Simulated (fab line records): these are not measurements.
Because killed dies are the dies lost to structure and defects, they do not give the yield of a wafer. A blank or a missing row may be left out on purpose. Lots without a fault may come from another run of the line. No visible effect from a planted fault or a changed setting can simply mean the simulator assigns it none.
fab line records -- flow n5_finfet
record lots=11, wafers=32, last_day=17
route steps=1938 shown GATE_CUT@504 BEOL_M4@1111
lots that met no fault: from a run of the same line without faults
start_h: hours from the record's first day to the start of the lot's first wafer shown -- wait_h: how many hours have passed since the lot's step before this one -- " as in the row above -- L1.1+2: a single row standing in for several wafers -- - value missing, or start not given -- * or withheld: withheld -- < > ~ a bound
route shown NAME@n: names a module that has steps shown in the file, with the first one's number in the route -- usual: mean and standard deviation over wafers with no fault -- same: alike in all rows -- chamber/n: place in a boat -- sites: the reading at each site -- _std_site: the standard deviation of these -- _edge_site: outer sites' mean less inner sites' -- radius_mm: how far each site lies from the wafer's centre -- mask NAME#n: copy n -- behind: the last tool/chamber to shape the wafer -- hold: why the lot was held/for how many hours/how that ended -- device: the n, p or np transistor that did not switch -- end of line: the tests these same wafers got at the end of their route -- step lacking rows: just its recipe -- killed: dies lost to structure and defects at the first sort, not the wafer's yield -- map: shows each die of a wafer: x if killed, . if not, _ if none is there
set.NAME: setting as actually run; set.NAME@STEP: the setting as run at that earlier step -- model.NAME: the simulator's own value behind a step, which no gauge read
route steps across a sampled set of lots; one table per step, one row per wafer
services: from which hour (start_h, from the record's first day; less than 0 if before it) a tool's chamber was out of use, for how many hours, and why
## steps
# step N5_GATE_CUT_VAPOR_ETCH_48
# recipe chemistry=BCl3/Cl2, target=TiN, mode=isotropic
# usual drypump_motor_current_A=5.9/0.38, oes_product_au=0.77/0.12
lot.wafer,tool,chamber,start_h,wait_h,drypump_motor_current_A,oes_product_au
L762.2,rie_metal-01,0,83.22,0.0,5.7,1.00
L762.3,rie_metal-01,1,83.22,0.0,6.1,0.90
L762.4,rie_metal-01,0,83.22,0.0,5.7,1.00
L764.1,rie_metal-02,1,95.82,0.0,6.5,0.74
L764.2,rie_metal-02,0,95.82,0.0,6.3,0.58
L764.5,rie_metal-02,0,95.82,0.0,6.3,0.58
L766.3,rie_metal-02,1,112.44,0.0,6.5,0.74
L766.5,rie_metal-02,1,112.44,0.0,6.5,0.74
L766.6,rie_metal-02,0,112.44,0.0,6.3,0.58
L769.1,rie_metal-02,1,131.07,0.1,6.5,0.73
L769.2,rie_metal-02,1,131.07,0.1,6.5,0.72
L769.3,rie_metal-02,1,131.07,0.1,6.5,0.73
L770.1,rie_metal-03,0,135.26,0.0,5.7,0.64
L770.3,rie_metal-03,0,135.26,0.0,5.6,0.64
L770.6,rie_metal-03,1,135.26,0.0,5.4,0.75
L772.3,rie_metal-01,1,147.33,0.0,6.1,0.89
L772.6,rie_metal-01,0,147.33,0.0,5.7,0.94
L774.1,rie_metal-03,0,158.96,0.0,5.6,0.63
L774.3,rie_metal-03,1,158.96,0.0,5.5,0.74
L774.4,rie_metal-03,0,158.96,0.0,5.7,0.64
L777.2,rie_metal-03,0,174.75,0.0,5.6,0.63
L777.3,rie_metal-03,0,174.75,0.0,5.6,0.63
L777.6,rie_metal-03,0,174.75,0.0,5.6,0.64
L779.2,rie_metal-01,1,186.36,0.0,6.1,0.86
L779.4,rie_metal-01,1,186.36,0.0,6.0,0.86
L779.5,rie_metal-01,0,186.36,0.0,5.7,0.92
L782.1,rie_metal-03,0,205.14,0.0,5.7,0.63
L782.2,rie_metal-03,1,205.14,0.0,5.5,0.72
L782.5,rie_metal-03,1,205.14,0.0,5.5,0.73
L783.2,rie_metal-02,1,211.01,0.0,6.5,0.72
L783.3,rie_metal-02,1,211.01,0.0,6.5,0.72
L783.5,rie_metal-02,1,211.01,0.0,6.5,0.71
# step N5_GATE_CUT_VAPOR_ETCH_49
# recipe chemistry=BCl3/Cl2, target=TiAlC, mode=isotropic
# usual drypump_motor_current_A=5.9/0.38, oes_product_au=0.77/0.12
lot.wafer,tool,chamber,start_h,wait_h,drypump_motor_current_A,oes_product_au
L762.2,rie_metal-01,0,83.25,0.0,5.7,1.00
L762.3,rie_metal-01,1,83.25,0.0,6.0,0.90
L762.4,rie_metal-01,0,83.25,0.0,5.7,1.00
L764.1,rie_metal-02,1,95.85,0.0,6.5,0.74
L764.2,rie_metal-02,0,95.85,0.0,6.3,0.58
L764.5,rie_metal-02,0,95.85,0.0,6.3,0.59
L766.3,rie_metal-02,1,112.47,0.0,6.5,0.73
L766.5,rie_metal-02,1,112.47,0.0,6.5,0.74
L766.6,rie_metal-02,0,112.47,0.0,6.3,0.58
L769.1,rie_metal-02,1,131.13,0.1,6.5,0.72
L769.2,rie_metal-02,1,131.13,0.1,6.5,0.73
L769.3,rie_metal-02,1,131.13,0.1,6.5,0.72
L770.1,rie_metal-03,0,135.29,0.0,5.6,0.64
L770.3,rie_metal-03,0,135.29,0.0,5.7,0.63
L770.6,rie_metal-03,1,135.29,0.0,5.5,0.73
L772.3,rie_metal-01,1,147.36,0.0,6.1,0.89
L772.6,rie_metal-01,0,147.36,0.0,5.7,0.95
L774.1,rie_metal-03,0,158.99,0.0,5.6,0.64
L774.3,rie_metal-03,1,158.99,0.0,5.5,0.73
L774.4,rie_metal-03,0,158.99,0.0,5.6,0.64
L777.2,rie_metal-03,0,174.78,0.0,5.7,0.63
L777.3,rie_metal-03,0,174.78,0.0,5.6,0.63
L777.6,rie_metal-03,0,174.78,0.0,5.7,0.63
L779.2,rie_metal-01,1,186.39,0.0,6.1,0.87
L779.4,rie_metal-01,1,186.39,0.0,6.1,0.87
L779.5,rie_metal-01,0,186.39,0.0,5.7,0.91
L782.1,rie_metal-03,0,205.17,0.0,5.7,0.63
L782.2,rie_metal-03,1,205.17,0.0,5.5,0.72
L782.5,rie_metal-03,1,205.17,0.0,5.5,0.72
L783.2,rie_metal-02,1,211.04,0.0,6.5,0.71
L783.3,rie_metal-02,1,211.04,0.0,6.5,0.71
L783.5,rie_metal-02,1,211.04,0.0,6.5,0.72
# step N5_GATE_CUT_ALD_22
# recipe material=SiNx, target_thk_a=160, temp_c=400, ald_precursor_family=SiH2I2, ald_co_reactant=N2/H2-plasma, pulse_time_s=1, ald_cycles=320, purge_time_s=2, co_reactant_purge_time_s=2, pressure_torr=2
# usual ald_cycles=320/0, heater_power_outer_w=520/56, heater_power_w=846/90, precursor_pulse_height_rel=0.998/0.02
lot.wafer,tool,chamber,start_h,wait_h,ald_cycles,heater_power_outer_w,heater_power_w,precursor_pulse_height_rel
L762.2,ald_sin-04,0,83.49,0.0,320,370,655,0.981
L762.3,ald_sin-04,2,83.49,0.0,320,513,847,1.010
L762.4,ald_sin-04,1,83.49,0.0,320,560,901,1.021
L764.1,ald_sin-03,0,100.58,4.5,320,464,721,0.974
L764.2,ald_sin-03,3,100.58,4.5,320,486,775,0.973
L764.5,ald_sin-03,0,100.58,4.5,320,460,761,0.981
L766.3,ald_sin-04,1,112.69,0.0,320,564,902,0.994
L766.5,ald_sin-04,1,112.69,0.0,320,563,890,0.948
L766.6,ald_sin-04,2,112.69,0.0,320,527,847,1.016
L769.1,ald_sin-04,3,131.46,0.0,320,566,923,0.993
L769.2,ald_sin-04,2,131.46,0.0,320,527,851,1.009
L769.3,ald_sin-04,1,131.46,0.0,320,561,913,0.996
L770.1,ald_sin-01,1,135.56,0.0,320,501,747,0.989
L770.3,ald_sin-01,3,135.56,0.0,320,584,914,0.978
L770.6,ald_sin-01,1,135.56,0.0,320,515,789,1.051
L772.3,ald_sin-01,3,147.77,0.2,320,560,939,0.980
L772.6,ald_sin-01,3,147.77,0.2,320,569,937,0.997
L774.1,ald_sin-01,1,160.04,0.8,384,494,757,0.987
L774.3,ald_sin-01,2,160.04,0.8,384,536,862,0.999
L774.4,ald_sin-01,3,160.04,0.8,384,583,914,1.015
L777.2,ald_sin-01,2,175.20,0.0,384,522,857,0.979
L777.3,ald_sin-01,0,175.20,0.0,384,562,877,1.014
L777.6,ald_sin-01,3,175.20,0.0,384,582,911,1.025
L779.2,ald_sin-03,3,186.63,0.0,320,498,788,1.011
L779.4,ald_sin-03,2,186.63,0.0,320,559,958,1.002
L779.5,ald_sin-03,2,186.63,0.0,320,553,992,1.018
L782.1,ald_sin-04,1,205.88,0.5,320,573,922,0.970
L782.2,ald_sin-04,3,205.88,0.5,320,556,913,1.026
L782.5,ald_sin-04,0,205.88,0.5,320,376,659,1.023
L783.2,ald_sin-04,3,211.28,0.0,320,565,956,1.015
L783.3,ald_sin-04,1,211.28,0.0,320,573,908,0.986
L783.5,ald_sin-04,1,211.28,0.0,320,573,909,0.986
# step N5_GATE_CUT_CMP_23
# recipe stop_on=SiO2, t_overpolish_s=23.4, post_cmp_clean=alkaline_brush, down_force_psi=2.5, platen_rpm=51.8, pad_velocity_m_s=1.0307, target_thk_nm=16
# usual motor_current_A=9.2/1.1
lot.wafer,tool,chamber,start_h,wait_h,motor_current_A
L762.4,cmp-01,0,84.98,0.8,7.7
L762.3,cmp-01,2,84.98,0.8,8.2
L762.2,cmp-01,3,84.98,0.8,9.5
L764.2,cmp-03,3,102.10,0.8,9.7
L764.1,cmp-03,1,102.10,0.8,9.3
L764.5,cmp-03,2,102.10,0.8,10.2
L766.3,cmp-01,1,114.25,0.8,10.5
L766.5,cmp-01,3,114.25,0.8,10.2
L766.6,cmp-01,0,114.25,0.8,7.7
L769.2,cmp-03,1,132.95,0.8,9.1
L769.1,cmp-03,2,132.95,0.8,9.7
L769.3,cmp-03,3,132.95,0.8,9.8
L770.1,cmp-03,1,137.09,0.8,8.8
L770.3,cmp-03,3,137.09,0.8,9.2
L770.6,cmp-03,1,137.09,0.8,9.0
L772.3,cmp-04,0,149.26,0.8,8.3
L772.6,cmp-04,0,149.26,0.8,8.2
L774.1,cmp-01,0,161.57,0.8,7.5
L774.4,cmp-01,1,161.57,0.8,10.1
L774.3,cmp-01,2,161.57,0.8,8.1
L777.2,cmp-03,3,176.76,0.8,9.7
L777.3,cmp-03,0,176.76,0.8,10.4
L777.6,cmp-03,2,176.76,0.8,10.3
L779.4,cmp-01,1,188.12,0.8,10.1
L779.2,cmp-01,2,188.12,0.8,8.3
L779.5,cmp-01,1,188.12,0.8,9.5
L782.2,cmp-03,0,207.41,0.8,9.6
L782.1,cmp-03,2,207.41,0.8,10.6
L782.5,cmp-03,3,207.41,0.8,10.2
L783.3,cmp-01,1,212.80,0.8,10.0
L783.2,cmp-01,2,212.80,0.8,8.5
L783.5,cmp-01,0,212.80,0.8,7.4
# step N5_BEOL_M4_RC_MEAS_101
# usual DIBL_N=36.0/1.6, DIBL_P=36.1/2, IOFF_N=0.160/0.029, IOFF_P=0.21/0.039, ION_N=675/13, ION_P=464/8.8, SS_N=71.5/0.58, SS_P=73.3/0.65, VT_N=250/3.3, VT_P=-249/3.6
lot.wafer,tool,chamber,start_h,wait_h,DIBL_N[mV/V],DIBL_P[mV/V],IOFF_N[nA/um],IOFF_P[nA/um],ION_N[uA/um],ION_P[uA/um],SS_N[mV/dec],SS_P[mV/dec],VT_N[mV],VT_P[mV]
L762.2,prober-02,0,164.07,0.2,37.4,36.9,0.164,0.21,676,456,72.0,73.4,247,-252
L762.3,prober-02,0,164.07,0.2,35.6,34.9,0.128,0.19,659,454,71.5,73.0,251,-253
L762.4,prober-02,0,164.07,0.2,36.4,33.6,0.141,0.17,662,449,71.6,72.7,254,-255
L764.1,prober-01,0,175.16,0.0,34.1,34.5,0.128,0.17,666,456,72.0,72.5,252,-252
L764.2,prober-01,0,175.16,0.0,36.9,37.5,0.173,0.22,693,473,71.0,73.4,248,-248
L764.5,prober-01,0,175.16,0.0,33.7,33.5,0.118,0.15,665,452,71.2,72.2,255,-255
L766.3,prober-02,0,191.35,0.3,33.7,35.3,0.146,0.19,678,463,71.2,73.1,250,-252
L766.5,prober-02,0,191.35,0.3,32.2,33.5,0.118,0.17,675,466,70.8,72.7,253,-250
L766.6,prober-02,0,191.35,0.3,35.7,37.8,0.175,0.23,678,463,70.7,73.7,247,-249
L769.1,prober-02,0,209.07,0.0,38.5,37.3,0.190,0.25,671,466,72.3,74.0,248,-244
L769.2,prober-02,0,209.07,0.0,37.1,36.6,0.154,0.24,660,461,72.0,73.3,250,-245
L769.3,prober-02,0,209.07,0.0,36.1,35.6,0.140,0.23,665,467,71.3,73.6,250,-242
L770.1,prober-01,0,219.96,0.0,37.1,36.8,0.180,0.20,669,454,71.5,73.3,251,-251
L770.3,prober-01,0,219.96,0.0,34.3,35.2,0.130,0.18,658,452,71.1,72.9,256,-250
L770.6,prober-01,0,219.96,0.0,34.3,34.8,0.132,0.18,672,462,71.1,73.6,251,-252
L772.3,prober-02,0,234.71,0.3,36.3,36.7,0.166,0.23,679,463,72.5,72.7,248,-246
L772.6,prober-02,0,234.71,0.3,37.7,38.8,0.180,0.26,672,458,72.1,73.5,248,-247
L774.1,prober-02,0,238.06,0.0,35.3,34.1,0.138,0.19,681,470,70.5,73.3,251,-252
L774.3,prober-02,0,238.06,0.0,35.9,35.1,0.154,0.20,678,472,70.8,72.9,250,-251
L774.4,prober-02,0,238.06,0.0,36.4,35.6,0.165,0.21,694,474,72.1,73.4,247,-250
L777.2,prober-01,0,265.02,0.2,37.8,37.4,0.193,0.20,694,463,71.6,74.1,245,-251
L777.3,prober-01,0,265.02,0.2,36.3,35.7,0.152,0.18,681,461,71.6,74.1,251,-252
L777.6,prober-01,0,265.02,0.2,36.0,34.8,0.136,0.16,657,444,71.0,72.7,253,-254
L779.2,prober-01,0,268.24,0.2,37.1,38.1,0.203,0.22,685,463,71.5,73.6,245,-248
L779.4,prober-01,0,268.24,0.2,35.7,36.5,0.154,0.20,661,463,71.4,73.8,248,-248
L779.5,prober-01,0,268.24,0.2,34.8,35.1,0.144,0.18,670,455,70.7,72.9,250,-253
L783.2,prober-02,0,294.61,0.2,31.8,33.0,0.115,0.18,667,461,70.8,72.4,256,-250
L783.3,prober-02,0,294.61,0.2,32.8,34.9,0.123,0.21,663,468,71.1,73.2,254,-246
L783.5,prober-02,0,294.61,0.2,35.6,37.3,0.171,0.24,681,471,71.3,73.8,249,-247
L782.1,prober-02,0,301.11,0.0,35.4,35.1,0.146,0.20,695,478,71.2,72.2,249,-251
L782.2,prober-02,0,301.11,0.0,36.8,36.5,0.159,0.22,675,466,71.7,73.2,251,-248
L782.5,prober-02,0,301.11,0.0,38.6,39.2,0.210,0.27,706,479,72.0,74.0,247,-247
## services
tool,chamber,start_h,hours,kind
rie_metal-01,0,59.84,-,clean
rie_metal-01,0,59.84,21.8,scheduled_down
rie_metal-01,0,59.84,21.8,vent_cycle
ald_sin-03,2,65.32,6.0,repair
rie_metal-03,0,65.83,10.6,repair
cmp-03,-,71.24,4.3,repair
rie_metal-03,1,84.71,4.5,repair
ald_sin-03,-,85.89,14.0,pm
ald_sin-01,-,95.73,5.5,repair
cmp-03,-,96.44,0.5,repair
rie_metal-01,-,99.24,14.6,pm
rie_metal-02,0,113.85,-,clean
rie_metal-02,0,113.85,18.5,scheduled_down
rie_metal-02,0,113.85,18.5,vent_cycle
rie_metal-01,-,114.03,1.3,repair
rie_metal-02,1,140.89,24.9,repair
cmp-04,-,159.73,1.9,repair
cmp-01,-,164.50,4.3,pm
cmp-01,-,173.86,3.3,repair
ald_sin-01,-,176.75,14.0,pm
rie_metal-02,-,177.85,0.3,repair
rie_metal-01,0,188.31,14.9,repair
ald_sin-01,2,194.30,4.3,repair
ald_sin-03,2,204.26,4.2,repair
## key
first_sign step=N5_GATE_CUT_ALD_22, reading=ald_cycles, direction=up, sigmas=99+, usual=*, struck=*
effect none on later readings
met_at N5_GATE_CUT_ALD_22
struck_lots L774,L777
not_acting_at N5_GATE_CUT_VAPOR_ETCH_48,N5_GATE_CUT_VAPOR_ETCH_49,N5_GATE_CUT_CMP_23
onset_between 147.77 160.04
fault kind=process_parameter_drift, tool=ald_sin-01, chamber=-, onset_h=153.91, steps=N5_GATE_CUT_ALD_22, channel=ald_cycles, offset=*, shape=step, end_h=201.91, acts_in=*, stated=*
